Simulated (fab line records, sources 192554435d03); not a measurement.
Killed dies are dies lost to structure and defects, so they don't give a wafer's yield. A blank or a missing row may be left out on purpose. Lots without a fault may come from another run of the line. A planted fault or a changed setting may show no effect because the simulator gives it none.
A struck lot beside a sound one | flow n5_finfet | 14 steps out of a route of 1938
Sound: wafers L162.2, L162.3, L162.6. Struck: wafer L155.5. (L155.2, L155.3 of the same lot were not struck and are left out.) The cause comes at the end.
At each step with rows: each side's tool, then ch and its chambers, then its first start. Under that, the readings that differ: sound wafers | struck wafers | difference of the means | sigmas: that difference in standard deviations of wafers without a fault.
alike: readings whose means differ by less than 2 such deviations, and words and numbers that are the same on both sides. not compared: withheld readings, readings that some wafer has no value for, bounds like >300 that may hide the same value, and numbers for which the record gives no deviation and whose values overlap.
The two part at a step that has a row with sigmas, a row that says differs or no value, or rows on one side only. Numbers that don't overlap but have no deviation are shown without sigmas and don't part them. A reading that every wafer of one side lacks parts them only if that side has two wafers or more.

N5_BEOL_M8_VIA_ETCH_34: etches SiCOH lowk in C4F6/O2, target depth 125.5 nm, time 50.5 s.
  sound on rie_diel-06 ch 0,2, day 16 00:23; struck on rie_diel-06 ch 2, day 13 13:58
  alike: drypump_motor_current_A, oes_ar_750_au, oes_product_au, rf_vpp_V, showerhead_plenum_p_Torr, throttle_valve_pct
  not compared: rf_hours_counter_h
then, 1 step without rows for these wafers: N5_BEOL_M8_STRIP_76 (strips in C4F6/O2).
N5_BEOL_M8_STRIP_36: strips in N2/H2.
  sound on rie_diel-06 ch 0,2, day 16 00:26; struck on rie_diel-06 ch 2, day 13 14:01
  alike: bias_power_w, drypump_motor_current_A, oes_product_au, rf_vpp_V, showerhead_plenum_p_Torr, throttle_valve_pct
  not compared: rf_hours_counter_h
N5_BEOL_M8_TRENCH_ETCH_37: etches SiCOH lowk in C4F6/O2, target depth 93.478 nm, time 31.2 s.
  sound on rie_diel-06 ch 0,2; struck on rie_diel-06 ch 2
  alike: drypump_motor_current_A, oes_ar_750_au, oes_product_au, rf_vpp_V, showerhead_plenum_p_Torr, throttle_valve_pct
  not compared: rf_hours_counter_h
N5_BEOL_M8_ETCH_41: etches SiCN in CH3F/O2, target depth 31.9 nm, time 57.8 s.
  sound on rie_diel-06 ch 0,2; struck on rie_diel-06 ch 2
  reading               | sound             | struck | difference | sigmas
  CH3F_flow_sccm (sccm) | 30.16 30.03 30.12 | 29.85  | -0.25      | -3
  alike: drypump_motor_current_A, oes_product_au, rf_vpp_V, showerhead_plenum_p_Torr, throttle_valve_pct
  not compared: rf_hours_counter_h
then, 1 step without rows for these wafers: N5_BEOL_M8_STRIP_80 (strips in N2/H2, time 10 s).
N5_BEOL_M8_OCD_MEAS_38:
  sound on ocd-02, day 16 00:38; struck on ocd-01, day 13 14:13
  alike: trench_depth_nm
then, 4 steps without rows for these wafers: N5_BEOL_M8_HM_STRIP_39 (strips TiN in peroxide tin strip, target depth 25 nm, time 158 s); N5_BEOL_M8_SRD_40 (time 30 s); N5_BEOL_M8_PRECLEAN_42 (cleans in residue remover, time 60 s); N5_BEOL_M8_SRD_43 (time 30 s).
N5_BEOL_M8_CD_MEAS_35: target cd 40 nm.
  sound on cd_sem-01, day 16 00:47; struck on cd_sem-03, day 13 14:23
  alike: cd_nm
N5_BEOL_M8_CURE_75: cures SiCOH lowk, time 120 s.
  sound on uv_cure-03 ch 0, day 16 00:53; struck on uv_cure-02 ch 2, day 13 14:28
  reading            | sound             | struck | difference | sigmas
  lamp_power_pct (%) | 52.24 52.41 52.28 | 50.86  | -1.45      | -24
  run_length_s (s)   | 178.3 177.4 177.5 | 149.1  | -28.6      | -18
  alike: wafer_temp_C_max
N5_BEOL_M8_DEGAS_44: time 60 s.
  sound on pvd_sputter-02, day 16 01:13; struck on pvd_sputter-03, day 13 14:59
  reading            | sound       | struck | difference | sigmas
  heater_power_w (W) | 324 376 362 | 286    | -68        | -2

WHERE THEY PART
First at N5_BEOL_M8_ETCH_41; last, within this record, at N5_BEOL_M8_DEGAS_44.

WHY: what the simulator had put in
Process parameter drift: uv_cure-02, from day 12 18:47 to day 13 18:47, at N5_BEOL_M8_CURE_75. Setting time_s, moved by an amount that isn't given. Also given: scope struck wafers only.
